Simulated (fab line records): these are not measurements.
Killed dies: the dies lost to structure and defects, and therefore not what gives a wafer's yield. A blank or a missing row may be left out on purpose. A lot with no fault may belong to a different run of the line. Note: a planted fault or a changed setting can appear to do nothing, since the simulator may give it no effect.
Matching of chambers || flow n5-finfet || N5_BEOL_M10_STRIP_67 on rie-diel-06 has 4 sister chambers
The step strips in CF4. 8 wafers are shown with their chamber, then 12 later ones without.

## WAFERS PAIRED WITH THEIR CHAMBERS
{"wafer": "L082.6", "chamber": 3, "throttle-valve-pct (%)": 14.08, "showerhead-plenum-p-Torr (Torr)": 1.79}
{"wafer": "L086.5", "chamber": 3, "throttle-valve-pct (%)": 14.11, "showerhead-plenum-p-Torr (Torr)": 1.78}
{"wafer": "L085.1", "chamber": 0, "throttle-valve-pct (%)": 13.67, "showerhead-plenum-p-Torr (Torr)": 1.85}
{"wafer": "L085.4", "chamber": 2, "throttle-valve-pct (%)": 13.39, "showerhead-plenum-p-Torr (Torr)": 1.83}
{"wafer": "L085.5", "chamber": 1, "throttle-valve-pct (%)": 13.33, "showerhead-plenum-p-Torr (Torr)": 1.87}
{"wafer": "L087.3", "chamber": 2, "throttle-valve-pct (%)": 13.38, "showerhead-plenum-p-Torr (Torr)": 1.83}
{"wafer": "L087.4", "chamber": 1, "throttle-valve-pct (%)": 13.33, "showerhead-plenum-p-Torr (Torr)": 1.87}
{"wafer": "L087.6", "chamber": 0, "throttle-valve-pct (%)": 13.68, "showerhead-plenum-p-Torr (Torr)": 1.85}

## WAFERS WITHOUT THEIR CHAMBER
{"wafer": "L092.2", "throttle-valve-pct (%)": 13.71, "showerhead-plenum-p-Torr (Torr)": 1.84}
{"wafer": "L092.4", "throttle-valve-pct (%)": 13.42, "showerhead-plenum-p-Torr (Torr)": 1.82}
{"wafer": "L092.6", "throttle-valve-pct (%)": 13.41, "showerhead-plenum-p-Torr (Torr)": 1.82}
{"wafer": "L093.2", "throttle-valve-pct (%)": 13.34, "showerhead-plenum-p-Torr (Torr)": 1.87}
{"wafer": "L093.5", "throttle-valve-pct (%)": 14.15, "showerhead-plenum-p-Torr (Torr)": 1.78}
{"wafer": "L093.6", "throttle-valve-pct (%)": 13.44, "showerhead-plenum-p-Torr (Torr)": 1.82}
{"wafer": "L096.2", "throttle-valve-pct (%)": 13.71, "showerhead-plenum-p-Torr (Torr)": 1.84}
{"wafer": "L096.3", "throttle-valve-pct (%)": 13.37, "showerhead-plenum-p-Torr (Torr)": 1.87}
{"wafer": "L096.4", "throttle-valve-pct (%)": 13.42, "showerhead-plenum-p-Torr (Torr)": 1.82}
{"wafer": "L097.1", "throttle-valve-pct (%)": 13.75, "showerhead-plenum-p-Torr (Torr)": 1.84}
{"wafer": "L097.2", "throttle-valve-pct (%)": 14.19, "showerhead-plenum-p-Torr (Torr)": 1.78}
{"wafer": "L097.6", "throttle-valve-pct (%)": 14.17, "showerhead-plenum-p-Torr (Torr)": 1.78}

## THE CHAMBER EACH PASSED THROUGH
{"wafer": "L092.2", "from the rows above": 0, "in truth": 0}
{"wafer": "L092.4", "from the rows above": 2, "in truth": 2}
{"wafer": "L092.6", "from the rows above": 2, "in truth": 2}
{"wafer": "L093.2", "from the rows above": 1, "in truth": 1}
{"wafer": "L093.5", "from the rows above": 3, "in truth": 3}
{"wafer": "L093.6", "from the rows above": 2, "in truth": 2}
{"wafer": "L096.2", "from the rows above": 0, "in truth": 0}
{"wafer": "L096.3", "from the rows above": 1, "in truth": 1}
{"wafer": "L096.4", "from the rows above": 2, "in truth": 2}
{"wafer": "L097.1", "from the rows above": 0, "in truth": 0}
{"wafer": "L097.2", "from the rows above": 3, "in truth": 3}
{"wafer": "L097.6", "from the rows above": 3, "in truth": 3}
12 of 12 placed correctly. Left unplaced by these rows: 0. 0 placed wrongly.
How it was worked out, from the rows above alone: a wafer's distance from a chamber is the root of the sum, over the readings, of the square of ((its reading less the chamber's mean) divided by the reading's scatter). If the next closest chamber is less than 2 further off than the closest, the wafer can't be placed; otherwise it belongs to the closest. A chamber's mean is the mean of its shown wafers. The scatter: the root of (the sum of the squares of (reading less its chamber's mean) over the shown wafers, divided by (wafers less chambers)).
